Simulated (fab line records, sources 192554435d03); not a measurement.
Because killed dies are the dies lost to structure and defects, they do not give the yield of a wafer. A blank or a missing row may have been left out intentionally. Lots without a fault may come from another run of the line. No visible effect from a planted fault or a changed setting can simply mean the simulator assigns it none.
fab line records + flow n5_finfet
[record]
- lots = 9
- wafers = 22
- last_day = 17
route steps=1938 shown MOL_CONTACT_COAG@610 BEOL_M0_SAQP@635 BEOL_M4@1111 PASSIVATION@1936
lots with no fault: from the same line, run without faults
start_h: hours from the record's first day to the start of the lot's first wafer shown + wait_h: hours from the lot's prior step to this one + " same as the row above + L1.1+2: a single row standing in for several wafers + - no value present, or no start provided + * or withheld: withheld + < > ~ a bound
route shown NAME@n: names a module that has steps shown in the file, with the first one's number in the route + usual: the fault-free wafers' mean and standard deviation + same: alike in all rows + chamber/n: place in a boat + sites: readings site by site + _std_site: how widely they spread, as a standard deviation + _edge_site: mean of outer sites minus mean of inner sites + radius_mm: for every site, how far away it sits from the centre of the wafer + mask NAME#n: copy n + behind: the tool/chamber that last shaped the wafer + hold: why the lot went on hold/how many hours it stayed there/how the hold came to an end + device: which transistor (n, p or np) failed to switch + end of line: the route-end tests of the same wafers + a step given without rows: its recipe and nothing more + killed: the dies lost at the first sort to structure and to defects; this is not the yield of the wafer + map: a wafer's dies, marking killed ones x, the rest . and places with no die _
set.NAME: setting as actually run; set.NAME@STEP: the setting as run at that earlier step + model.NAME: the simulator's own value behind a step, which no gauge read
steps of the route over a sample of lots; a table a step, a row a wafer
services: when a tool's chamber went out of use (start_h, in hours from the record's first day, below 0 if earlier), for how many hours, and the reason
[[steps]]
[step N5_MOL_CONTACT_COAG_ETCH_67]
[recipe]
- chemistry = N2/H2
- target = SOC
- target_depth_a = 600
- overetch_a = 210
- mask_material = SiARC
- temp_c = 40
- time_s = 101.2
- ion_energy_ev = 200
- pressure_mtorr = 30
- source_w = 840
- bias_w = 150
- n2_flow_sccm = 200
- h2_flow_sccm = 200
[usual]
- drypump_motor_current_A = 5.6/0.4
- h2_flow_sccm = 200.0/0.6
- oes_product_au = 0.68/0.074
- rf_vpp_V = 524.7/2
- showerhead_plenum_p_Torr = 2.57/0.071
- throttle_valve_pct = 17.80/0.2
| lot.wafer | tool        | chamber | start_h | wait_h | drypump_motor_current_A | h2_flow_sccm | oes_product_au | rf_hours_counter_h | rf_vpp_V | showerhead_plenum_p_Torr | throttle_valve_pct |
|-----------|-------------|---------|---------|--------|-------------------------|--------------|----------------|--------------------|----------|--------------------------|--------------------|
| L838.3    | rie_diel-05 | 1       | 102.50  | 0.0    | 5.9                     | 201.1        | 0.80           | 7                  | 522.2    | 2.48                     | 17.77              |
| L838.4    | "           | 2       | "       | "      | 5.8                     | 198.9        | 0.78           | 18                 | 522.8    | 2.49                     | 17.77              |
| L838.5    | "           | 2       | "       | "      | 5.8                     | 199.5        | 0.78           | -                  | 522.3    | 2.49                     | 17.78              |
| L839.2    | rie_diel-01 | 3       | 103.47  | 0.0    | 5.6                     | 199.7        | 0.60           | 192                | 525.8    | 2.63                     | 17.96              |
| L839.3    | "           | 3       | "       | "      | 5.6                     | 200.4        | 0.59           | -                  | 528.2    | 2.63                     | 17.97              |
| L839.5    | "           | 3       | "       | "      | 5.6                     | 199.4        | 0.59           | -                  | 527.2    | 2.63                     | 17.95              |
| L846.1    | rie_diel-01 | 1       | 149.48  | 0.0    | 6.1                     | 200.4        | 0.71           | 70                 | 524.1    | 2.56                     | 17.69              |
| L846.6    | "           | 2       | "       | "      | 4.9                     | 200.3        | 0.79           | -                  | 525.1    | 2.61                     | 17.59              |
| L849.1    | rie_diel-05 | 1       | 170.44  | 0.0    | 5.9                     | 200.0        | 0.75           | 33                 | 521.8    | 2.47                     | 17.81              |
| L849.5    | "           | 1       | "       | "      | 5.9                     | 199.2        | 0.76           | -                  | 523.1    | 2.47                     | 17.81              |
| L850.1    | rie_diel-06 | 2       | 174.84  | 0.0    | 5.3                     | 199.6        | 0.72           | 49                 | 526.5    | 2.69                     | 17.63              |
| L850.4    | "           | 1       | "       | "      | 6.1                     | 199.4        | 0.60           | -                  | 521.2    | 2.41                     | 17.95              |
| L850.6    | "           | 2       | "       | "      | 5.3                     | 199.6        | 0.72           | -                  | 528.2    | 2.69                     | 17.63              |
| L855.3    | rie_diel-01 | 0       | 202.39  | 0.0    | 5.4                     | 199.5        | 0.71           | 73                 | 525.4    | 2.56                     | 17.61              |
| L855.6    | "           | 0       | "       | "      | 5.4                     | 198.9        | 0.71           | -                  | 524.2    | 2.56                     | 17.60              |
| L856.1    | rie_diel-06 | 2       | 211.27  | 0.0    | 5.3                     | 199.3        | 0.71           | 63                 | 526.0    | 2.69                     | 17.66              |
| L856.5    | "           | 1       | "       | "      | 6.1                     | 199.9        | 0.59           | -                  | 520.8    | 2.40                     | 17.97              |
| L858.3    | rie_diel-05 | 1       | 228.28  | 0.0    | 5.9                     | 200.3        | 0.73           | 54                 | 521.8    | 2.46                     | 17.85              |
| L858.6    | "           | 2       | "       | "      | 5.8                     | 199.6        | 0.71           | -                  | 522.4    | 2.47                     | 17.86              |
| L861.2    | rie_diel-05 | 0       | 243.81  | 0.0    | 5.7                     | 200.8        | 0.65           | 119                | 522.7    | 2.58                     | 17.63              |
| L861.3    | "           | 1       | "       | "      | 5.8                     | 200.4        | 0.73           | 59                 | 522.9    | 2.46                     | 17.86              |
| L861.5    | "           | 3       | "       | "      | 6.2                     | 200.1        | 0.77           | -                  | 524.7    | 2.62                     | 17.74              |
[step N5_BEOL_M0_SAQP_PECVD_03]
[recipe]
- material = SiCN
- target_thk_a = 120
- temp_c = withheld
- precursor = 3MS/NH3
- pressure_torr = 3
- rf_w = 202
- time_s = 21.1
[usual]
- chamber_pressure_Torr = 3.000/0.0063
- showerhead_plenum_p_Torr = 3.667/0.016
- throttle_valve_pct = 9.0/0.56
| lot.wafer | tool     | chamber | start_h | wait_h | chamber_pressure_Torr | showerhead_plenum_p_Torr | throttle_valve_pct |
|-----------|----------|---------|---------|--------|-----------------------|--------------------------|--------------------|
| L838.3    | pecvd-04 | 0       | 129.81  | 0.1    | 2.994                 | 3.686                    | 9.3                |
| L838.4    | "        | 0       | "       | "      | 2.988                 | 3.649                    | 9.3                |
| L838.5    | "        | 2       | "       | "      | 2.994                 | 3.676                    | 8.1                |
| L839.2    | pecvd-01 | 2       | 129.84  | 0.1    | 3.007                 | 3.654                    | 9.6                |
| L839.3    | "        | 0       | "       | "      | 3.004                 | 3.657                    | 8.5                |
| L839.5    | "        | 2       | "       | "      | 3.000                 | 3.647                    | 9.0                |
| L846.1    | pecvd-01 | 0       | 157.73  | 0.1    | 3.008                 | 3.653                    | 8.8                |
| L846.6    | "        | 0       | "       | "      | 3.002                 | 3.663                    | 8.5                |
| L849.1    | pecvd-04 | 0       | 178.50  | 0.1    | 3.000                 | 3.649                    | 9.5                |
| L849.5    | "        | 2       | "       | "      | 3.008                 | 3.660                    | 8.1                |
| L850.1    | pecvd-04 | 2       | 183.20  | 0.1    | 2.998                 | 3.658                    | 7.9                |
| L850.4    | "        | 0       | "       | "      | 3.004                 | 3.673                    | 9.7                |
| L850.6    | "        | 2       | "       | "      | 2.996                 | 3.675                    | 8.1                |
| L855.3    | pecvd-04 | 0       | 209.51  | 0.1    | 3.002                 | 3.669                    | 9.4                |
| L855.6    | "        | 1       | "       | "      | 3.014                 | 3.687                    | 8.8                |
| L856.1    | pecvd-04 | 0       | 219.45  | 0.1    | 3.001                 | 3.669                    | 9.2                |
| L856.5    | "        | 2       | "       | "      | 3.004                 | 3.672                    | 8.1                |
| L858.3    | pecvd-04 | 0       | 233.24  | 0.1    | 3.002                 | 3.660                    | 9.6                |
| L858.6    | "        | 1       | "       | "      | 2.991                 | 3.690                    | 8.8                |
| L861.2    | pecvd-03 | 1       | 250.19  | 0.1    | 2.997                 | 3.689                    | 9.3                |
| L861.3    | "        | 2       | "       | "      | 3.001                 | 3.660                    | 8.9                |
| L861.5    | "        | 2       | "       | "      | 3.005                 | 3.662                    | 8.6                |
[step N5_BEOL_M0_SAQP_PECVD_04]
[recipe]
- material = a-Si
- target_thk_a = 600
- temp_c = 350
- precursor = SiH4/He
- pressure_torr = 3
- rf_w = 100
- time_s = 60.2
[usual]
- chamber_pressure_Torr = 3.001/0.0069
- heater_power_w = 628/52
- showerhead_plenum_p_Torr = 5.67/0.056
- throttle_valve_pct = 18.0/1.1
| lot.wafer | tool     | chamber | start_h | wait_h | chamber_pressure_Torr | heater_power_w | showerhead_plenum_p_Torr | throttle_valve_pct |
|-----------|----------|---------|---------|--------|-----------------------|----------------|--------------------------|--------------------|
| L838.3    | pecvd-04 | 0       | 129.92  | 0.0    | 3.000                 | 676            | 5.68                     | 18.8               |
| L838.4    | "        | 0       | "       | "      | 3.001                 | 672            | 5.67                     | 18.9               |
| L838.5    | "        | 2       | "       | "      | 2.999                 | 572            | 5.68                     | 15.9               |
| L839.2    | pecvd-01 | 2       | 129.96  | 0.0    | 3.009                 | 721            | 5.62                     | 18.3               |
| L839.3    | "        | 0       | "       | "      | 2.991                 | 634            | 5.65                     | 17.1               |
| L839.5    | "        | 2       | "       | "      | 3.006                 | 718            | 5.61                     | 18.5               |
| L846.1    | pecvd-01 | 0       | 157.84  | 0.0    | 3.003                 | 645            | 5.64                     | 17.6               |
| L846.6    | "        | 0       | "       | "      | 2.983                 | 650            | 5.64                     | 17.2               |
| L849.1    | pecvd-04 | 0       | 178.62  | 0.0    | 3.001                 | 719            | 5.68                     | 18.9               |
| L849.5    | "        | 2       | "       | "      | 2.995                 | 609            | 5.69                     | 16.3               |
| L850.1    | pecvd-04 | 2       | 183.32  | 0.0    | 3.015                 | 639            | 5.69                     | 15.8               |
| L850.4    | "        | 0       | "       | "      | 3.000                 | 612            | 5.69                     | 18.7               |
| L850.6    | "        | 2       | "       | "      | 3.011                 | 608            | 5.70                     | 15.9               |
| L855.3    | pecvd-04 | 0       | 209.63  | 0.0    | 3.001                 | 681            | 5.67                     | 18.8               |
| L855.6    | "        | 1       | "       | "      | 3.011                 | 661            | 5.75                     | 18.0               |
| L856.1    | pecvd-04 | 0       | 219.56  | 0.0    | 3.012                 | 675            | 5.67                     | 19.0               |
| L856.5    | "        | 2       | "       | "      | 3.000                 | 557            | 5.70                     | 15.9               |
| L858.3    | pecvd-04 | 0       | 233.35  | 0.0    | 3.008                 | 723            | 5.67                     | 18.9               |
| L858.6    | "        | 1       | "       | "      | 3.004                 | 689            | 5.76                     | 18.0               |
| L861.2    | pecvd-03 | 1       | 250.31  | 0.0    | 2.996                 | 606            | 5.74                     | 18.6               |
| L861.3    | "        | 2       | "       | "      | 3.014                 | 656            | 5.67                     | 17.1               |
| L861.5    | "        | 2       | "       | "      | 3.004                 | 691            | 5.66                     | 17.5               |
[step N5_BEOL_M0_SAQP_THK_MEAS_05]
[usual]
- thk_nm = 59.9/0.79
| lot.wafer | tool          | chamber | start_h | wait_h | thk_nm |
|-----------|---------------|---------|---------|--------|--------|
| L838.3    | film_metro-01 | -       | 130.02  | 0.1    | 60.0   |
| L838.4    | "             | -       | "       | "      | 60.5   |
| L838.5    | "             | -       | "       | "      | 60.3   |
| L839.2    | film_metro-02 | -       | 130.05  | 0.1    | 59.2   |
| L839.3    | "             | -       | "       | "      | 59.2   |
| L839.5    | "             | -       | "       | "      | 59.4   |
| L846.1    | film_metro-01 | -       | 157.94  | 0.1    | 59.2   |
| L846.6    | "             | -       | "       | "      | 59.8   |
| L849.1    | film_metro-01 | -       | 178.71  | 0.1    | 59.8   |
| L849.5    | "             | -       | "       | "      | 59.3   |
| L850.1    | film_metro-01 | -       | 183.43  | 0.1    | 58.7   |
| L850.4    | "             | -       | "       | "      | 60.9   |
| L850.6    | "             | -       | "       | "      | 60.1   |
| L855.3    | film_metro-01 | -       | 209.73  | 0.1    | 58.5   |
| L855.6    | "             | -       | "       | "      | 77.1   |
| L856.1    | film_metro-02 | -       | 219.66  | 0.1    | 58.8   |
| L856.5    | "             | -       | "       | "      | 76.5   |
| L858.3    | film_metro-01 | -       | 233.45  | 0.1    | 59.8   |
| L858.6    | "             | -       | "       | "      | 77.8   |
| L861.2    | film_metro-02 | -       | 250.40  | 0.1    | 59.4   |
| L861.3    | "             | -       | "       | "      | 60.0   |
| L861.5    | "             | -       | "       | "      | 62.0   |
[step N5_BEOL_M0_SAQP_INSPECT_16]
[recipe]
- mode = adi
- inspect_instrument = brightfield
[usual]
- raw_defect_count = 527/140
| lot.wafer | tool              | chamber | start_h | wait_h | raw_defect_count |
|-----------|-------------------|---------|---------|--------|------------------|
| L838.3    | defect_inspect-01 | -       | 130.56  | 0.0    | 447              |
| L838.4    | "                 | -       | "       | "      | 366              |
| L838.5    | "                 | -       | "       | "      | 552              |
| L839.2    | defect_inspect-02 | -       | 130.72  | 0.0    | 574              |
| L839.3    | "                 | -       | "       | "      | 359              |
| L839.5    | "                 | -       | "       | "      | 522              |
| L846.1    | defect_inspect-01 | -       | 158.35  | 0.0    | 660              |
| L846.6    | "                 | -       | "       | "      | 796              |
| L849.1    | defect_inspect-01 | -       | 179.16  | 0.0    | 466              |
| L849.5    | "                 | -       | "       | "      | 478              |
| L850.1    | defect_inspect-02 | -       | 183.84  | 0.0    | 344              |
| L850.4    | "                 | -       | "       | "      | 654              |
| L850.6    | "                 | -       | "       | "      | 665              |
| L855.3    | defect_inspect-02 | -       | 210.32  | 0.0    | 341              |
| L855.6    | "                 | -       | "       | "      | 544              |
| L856.1    | defect_inspect-01 | -       | 220.09  | 0.0    | 430              |
| L856.5    | "                 | -       | "       | "      | 521              |
| L858.3    | defect_inspect-01 | -       | 233.99  | 0.0    | 682              |
| L858.6    | "                 | -       | "       | "      | 691              |
| L861.2    | defect_inspect-02 | -       | 250.94  | 0.0    | 619              |
| L861.3    | "                 | -       | "       | "      | 675              |
| L861.5    | "                 | -       | "       | "      | 475              |
[step N5_BEOL_M0_SAQP_MANDREL_ETCH_20]
[recipe]
- target_depth_a = 600
- chemistry = HBr/Cl2
- target = a-Si
- stop_on = SiNx
- bt_time_s = 10
- mask_material = SOC
- over_etch_frac = 0.5
- time_s = 30
- pressure_mtorr = 10
- icp_w = 800
- bias_w = 75
- HBr_flow_sccm = 150
- Cl2_flow_sccm = 80
- ends = end_point
[usual]
- drypump_motor_current_A = 5.9/0.42
- mfc_cl2_sccm = 80.00/0.24
- oes_product_au = 0.769/0.015
- throttle_valve_pct = 35.4/0.3
[same]
- bt_time_s = 10
| lot.wafer | tool      | chamber | start_h | wait_h | drypump_motor_current_A | mfc_cl2_sccm | oes_product_au | rf_hours_counter_h | throttle_valve_pct |
|-----------|-----------|---------|---------|--------|-------------------------|--------------|----------------|--------------------|--------------------|
| L838.3    | rie_si-04 | 2       | 130.96  | 0.0    | 5.9                     | 79.92        | 0.765          | 4                  | 35.6               |
| L838.4    | "         | 1       | "       | "      | 6.5                     | 79.77        | 0.767          | 48                 | 35.4               |
| L838.5    | "         | 3       | "       | "      | 6.0                     | 79.86        | 0.762          | -                  | 34.9               |
| L839.2    | rie_si-01 | 0       | 131.24  | 0.0    | 5.4                     | 80.09        | 0.774          | 39                 | 35.6               |
| L839.3    | "         | 2       | "       | "      | 6.2                     | 79.88        | 0.753          | 196                | 35.7               |
| L839.5    | "         | 3       | "       | "      | 6.5                     | 80.12        | 0.749          | -                  | 36.0               |
| L846.1    | rie_si-04 | 2       | 158.83  | 0.0    | 5.9                     | 80.13        | 0.755          | 4                  | 35.6               |
| L846.6    | "         | 1       | "       | "      | 6.5                     | 80.19        | 0.761          | -                  | 35.4               |
| L849.1    | rie_si-04 | 0       | 179.54  | 0.0    | 5.8                     | 80.04        | 0.756          | 154                | 35.5               |
| L849.5    | "         | 3       | "       | "      | 5.9                     | 80.15        | 0.764          | -                  | 35.0               |
| L850.1    | rie_si-02 | 1       | 184.39  | 0.0    | 6.2                     | 80.63        | 0.754          | 22                 | 34.8               |
| L850.4    | "         | 0       | "       | "      | 5.9                     | 79.72        | 0.810          | 20                 | 35.2               |
| L850.6    | "         | 2       | "       | "      | 5.2                     | 79.56        | 0.763          | -                  | 35.2               |
| L855.3    | rie_si-01 | 2       | 210.95  | 0.0    | 6.2                     | 80.17        | 0.772          | 1                  | 35.4               |
| L855.6    | "         | 0       | "       | "      | 5.4                     | 79.97        | 0.899          | -                  | 35.4               |
| L856.1    | rie_si-04 | 2       | 220.40  | 0.0    | 5.9                     | 79.71        | 0.753          | 5                  | 35.6               |
| L856.5    | "         | 0       | "       | "      | 5.8                     | 79.67        | 0.875          | -                  | 35.2               |
| L858.3    | rie_si-02 | 0       | 234.66  | 0.0    | 6.0                     | 80.57        | 0.796          | 21                 | 35.3               |
| L858.6    | "         | 0       | "       | "      | 6.0                     | 79.94        | 0.932          | -                  | 35.0               |
| L861.2    | rie_si-04 | 3       | 251.53  | 0.0    | 6.0                     | 80.13        | 0.761          | 8                  | 34.9               |
| L861.3    | "         | 0       | "       | "      | 5.8                     | 79.61        | 0.752          | 156                | 35.5               |
| L861.5    | "         | 2       | "       | "      | 5.9                     | 79.90        | 0.772          | -                  | 35.6               |
[step N5_BEOL_M4_RC_MEAS_101]
[usual]
- DIBL_N = 36.0/1.7
- DIBL_P = 36.2/2.3
- IOFF_N = 0.16/0.03
- IOFF_P = 0.21/0.036
- ION_N = 679/11
- ION_P = 465/7.1
- SS_N = 71.4/0.58
- SS_P = 73.3/0.75
- VT_N = 249/3.1
- VT_P = -251/3.5
| lot.wafer | tool      | chamber | start_h | wait_h | DIBL_N[mV/V] | DIBL_P[mV/V] | IOFF_N[nA/um] | IOFF_P[nA/um] | ION_N[uA/um] | ION_P[uA/um] | SS_N[mV/dec] | SS_P[mV/dec] | VT_N[mV] | VT_P[mV] |
|-----------|-----------|---------|---------|--------|--------------|--------------|---------------|---------------|--------------|--------------|--------------|--------------|----------|----------|
| L839.2    | prober-01 | 0       | 189.24  | 0.2    | 33.9         | 33.3         | 0.14          | 0.19          | 673          | 461          | 71.0         | 73.1         | 248      | -250     |
| L839.3    | "         | 0       | "       | "      | 32.7         | 31.5         | 0.12          | 0.17          | 665          | 459          | 70.9         | 72.2         | 252      | -253     |
| L839.5    | "         | 0       | "       | "      | 35.4         | 35.5         | 0.15          | 0.21          | 683          | 467          | 70.4         | 72.8         | 249      | -249     |
| L838.3    | prober-02 | 0       | 191.02  | 0.3    | 35.5         | 34.9         | 0.14          | 0.22          | 681          | 465          | 71.0         | 73.4         | 248      | -249     |
| L838.4    | "         | 0       | "       | "      | 38.1         | 37.4         | 0.18          | 0.26          | 683          | 468          | 71.8         | 73.6         | 248      | -246     |
| L838.5    | "         | 0       | "       | "      | 38.1         | 38.4         | 0.19          | 0.28          | 691          | 471          | 71.3         | 73.9         | 245      | -247     |
| L846.1    | prober-01 | 0       | 210.02  | 0.0    | 37.9         | 40.0         | 0.17          | 0.19          | 677          | 452          | 72.1         | 74.2         | 251      | -259     |
| L846.6    | "         | 0       | "       | "      | 38.0         | 40.4         | 0.19          | 0.20          | 688          | 453          | 72.6         | 74.5         | 248      | -258     |
| L849.1    | prober-01 | 0       | 250.71  | 0.0    | 33.8         | 34.2         | 0.14          | 0.20          | 687          | 469          | 71.0         | 72.1         | 248      | -251     |
| L849.5    | "         | 0       | "       | "      | 33.5         | 33.8         | 0.14          | 0.19          | 684          | 473          | 70.9         | 73.0         | 249      | -251     |
| L850.1    | prober-01 | 0       | 251.64  | 0.2    | 35.9         | 35.8         | 0.15          | 0.22          | 681          | 470          | 71.1         | 73.0         | 249      | -252     |
| L850.4    | "         | 0       | "       | "      | 36.5         | 36.3         | 0.14          | 0.21          | 679          | 469          | 71.9         | 73.3         | 252      | -250     |
| L850.6    | "         | 0       | "       | "      | 36.0         | 35.3         | 0.14          | 0.21          | 677          | 469          | 71.3         | 73.0         | 253      | -247     |
| L855.3    | prober-01 | 0       | 267.65  | 0.3    | 34.1         | 33.0         | 0.11          | 0.14          | 664          | 456          | 71.0         | 72.5         | 254      | -258     |
| L855.6    | "         | 0       | "       | "      | 34.0         | 33.6         | 0.11          | 0.15          | 664          | 462          | 70.4         | 71.6         | 254      | -254     |
| L856.1    | prober-02 | 0       | 280.22  | 0.0    | 39.7         | 41.2         | 0.23          | 0.28          | 703          | 477          | 72.0         | 73.9         | 244      | -247     |
| L856.5    | "         | 0       | "       | "      | 36.5         | 37.4         | 0.15          | 0.20          | 681          | 469          | 71.9         | 72.5         | 249      | -250     |
| L858.3    | prober-02 | 0       | 306.84  | 0.3    | 37.2         | 38.2         | 0.18          | 0.23          | 680          | 464          | 71.8         | 74.4         | 249      | -252     |
| L858.6    | "         | 0       | "       | "      | 38.1         | 39.5         | 0.20          | 0.25          | 699          | 476          | 71.8         | 74.7         | 245      | -249     |
| L861.2    | prober-01 | 0       | 316.38  | 0.2    | 37.0         | 37.6         | 0.16          | 0.22          | 687          | 469          | 71.7         | 73.4         | 250      | -251     |
| L861.3    | "         | 0       | "       | "      | 36.6         | 37.2         | 0.17          | 0.22          | 683          | 462          | 71.3         | 73.8         | 247      | -252     |
| L861.5    | "         | 0       | "       | "      | 38.6         | 39.7         | 0.20          | 0.27          | 688          | 470          | 72.0         | 74.9         | 245      | -249     |
[step N5_PASSIVATION_PROBE_49]
[usual]
- defect_limited_yield = 91.3/1.5
- killed_at_M0_to_M3 = 31/11
- killed_at_M4_up = 14/5.1
- killed_at_contacts = 12/5.6
- killed_at_front_end = 42/12
- killed_at_other = 3.8/2.9
- killed_dies = 103/18
- killed_open = 67/14
- killed_short = 33/8
- sort_bin_5_function = 5.1/1
- sort_bin_6_memory = 3.2/0.75
- sort_n_pass = 1077/18
- sort_yield_pct = 91.3/1.5
[same]
- gross_dies = 1180
- killed_at_back_side = 0
- sort_bin_4_leakage[%] = 0
- sort_bin_8_speed[%] = 0
| lot.wafer | tool      | chamber | start_h | wait_h | defect_limited_yield[%] | killed_at_M0_to_M3 | killed_at_M4_up | killed_at_contacts | killed_at_front_end | killed_at_other | killed_dies | killed_open | killed_short | sort_bin_5_function[%] | sort_bin_6_memory[%] | sort_n_pass | sort_yield_pct[%] |
|-----------|-----------|---------|---------|--------|-------------------------|--------------------|-----------------|--------------------|---------------------|-----------------|-------------|-------------|--------------|------------------------|----------------------|-------------|-------------------|
| L846.1    | prober-01 | -       | 326.26  | 0.0    | 90.7                    | 34                 | 20              | 15                 | 34                  | 7               | 110         | 65          | 42           | 5.2                    | 3.7                  | 1070        | 90.7              |
| L846.6    | prober-01 | -       | 326.51  | 0.3    | 91.8                    | 29                 | 13              | 10                 | 44                  | 1               | 97          | 64          | 33           | 4.3                    | 3.5                  | 1083        | 91.8              |
| L850.1    | prober-01 | -       | 364.25  | 0.0    | 89.8                    | 28                 | 16              | 20                 | 54                  | 2               | 120         | 72          | 45           | 5.2                    | 4.3                  | 1060        | 89.8              |
| L850.6    | prober-01 | -       | 364.50  | 0.3    | 91.8                    | 24                 | 13              | 10                 | 47                  | 3               | 97          | 60          | 35           | 4.8                    | 3.1                  | 1083        | 91.8              |
// killed by level:class
L846.1 MOL_CONTACT_COAG:geometric_particle:open=14 BEOL_M0_SAQP:geometric_particle:short=14 BEOL_M3:geometric_particle:open=7 BEOL_M0_SAQP:geometric_particle:open=6 FIN_SAQP:geometric_particle:short=5 FIN_SAQP:geometric_particle:open=5 STI_FIN_REVEAL:geometric_particle:open=5 BEOL_M5:geometric_particle:open=5
L846.6 STI_FIN_REVEAL:geometric_particle:open=10 MOL_CONTACT_COAG:geometric_particle:open=8 BEOL_M4:geometric_particle:open=8 BEOL_M0_SAQP:geometric_particle:open=7 FIN_SAQP:geometric_particle:open=6 FIN_SAQP:geometric_particle:short=6 GATE_CUT:geometric_particle:short=6 BEOL_M0_SAQP:geometric_particle:short=6
L850.1 MOL_CONTACT_COAG:geometric_particle:open=18 STI_FIN_REVEAL:geometric_particle:open=12 GATE_CUT:geometric_particle:open=11 GATE_CUT:geometric_particle:short=8 BEOL_M0_SAQP:geometric_particle:short=7 BEOL_M2:geometric_particle:short=7 FIN_SAQP:geometric_particle:short=6 FIN_SAQP:geometric_particle:open=6
L850.6 STI_FIN_REVEAL:geometric_particle:open=17 MOL_CONTACT_COAG:geometric_particle:open=7 FIN_SAQP:geometric_particle:open=5 BEOL_M1:geometric_particle:short=5 FIN_SAQP:geometric_particle:short=4 BEOL_M3:geometric_particle:open=4 BEOL_M4:geometric_particle:open=4 STI_FIN_REVEAL:geometric_particle:short=3
[[services]]
| tool        | chamber | start_h | hours | kind                          |
|-------------|---------|---------|-------|-------------------------------|
| pecvd-01    | 2       | 81.98   | 10.8  | repair                        |
| rie_diel-05 | 1       | 89.71   | 3.3   | repair                        |
| pecvd-04    | 0       | 97.90   | 2.1   | scheduled_down                |
| rie_diel-06 | 3       | 100.54  | 10.5  | repair                        |
| pecvd-03    | -       | 122.25  | 2.5   | repair                        |
| rie_si-01   | 1       | 123.29  | 8.5   | repair                        |
| rie_diel-06 | -       | 125.58  | 28.1  | pm                            |
| rie_diel-01 | 2       | 128.72  | 2.3   | repair                        |
| pecvd-01    | -       | 132.82  | 0.8   | repair                        |
| pecvd-03    | -       | 133.85  | 2.2   | repair                        |
| pecvd-04    | 0       | 137.74  | 5.5   | scheduled_down                |
| pecvd-04    | -       | 144.83  | 28.1  | pm                            |
| pecvd-01    | -       | 167.36  | 1.7   | repair                        |
| pecvd-01    | 2       | 170.77  | -     | calibration                   |
| rie_si-04   | -       | 181.82  | 0.2   | repair                        |
| rie_diel-05 | 3       | 194.37  | -     | clean                         |
| rie_diel-05 | 3       | 194.37  | -     | consumable_replace:focus_ring |
| rie_diel-05 | 3       | 194.37  | 13.7  | scheduled_down                |
| rie_diel-05 | 3       | 194.37  | 13.7  | vent_cycle                    |
| pecvd-01    | -       | 200.16  | 2.8   | pm                            |
| rie_si-02   | 2       | 205.25  | 4.3   | repair                        |
| rie_si-04   | 1       | 221.61  | 23.3  | repair                        |
| rie_si-01   | 2       | 222.73  | 8.1   | repair                        |
| rie_diel-06 | 3       | 225.92  | 16.6  | repair                        |
[[key]]
[first_sign]
- step = N5_BEOL_M0_SAQP_THK_MEAS_05
- reading = thk_nm
- direction = up
- sigmas = 22
- usual = *
- struck = *
[effect]
- step = N5_BEOL_M0_SAQP_MANDREL_ETCH_20
- reading = oes_product_au
- direction = up
- sigmas = 8.8
- usual = 0.769
- struck = 0.902
met_at N5_BEOL_M0_SAQP_PECVD_04
struck_lots L855,L856,L858
struck_wafers L855.6,L856.5,L858.6
not_acting_at N5_MOL_CONTACT_COAG_ETCH_67,N5_BEOL_M0_SAQP_PECVD_03,N5_BEOL_M0_SAQP_INSPECT_16
onset_between 183.32 209.63
[fault]
- kind = process_parameter_drift
- tool = pecvd-04
- chamber = -
- onset_h = 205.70
- steps = N5_BEOL_M0_SAQP_PECVD_04
- channel = time_s
- offset = *
- shape = step
- end_h = 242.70
- scope = struck_wafers_only
- acts_in = *
- stated = *
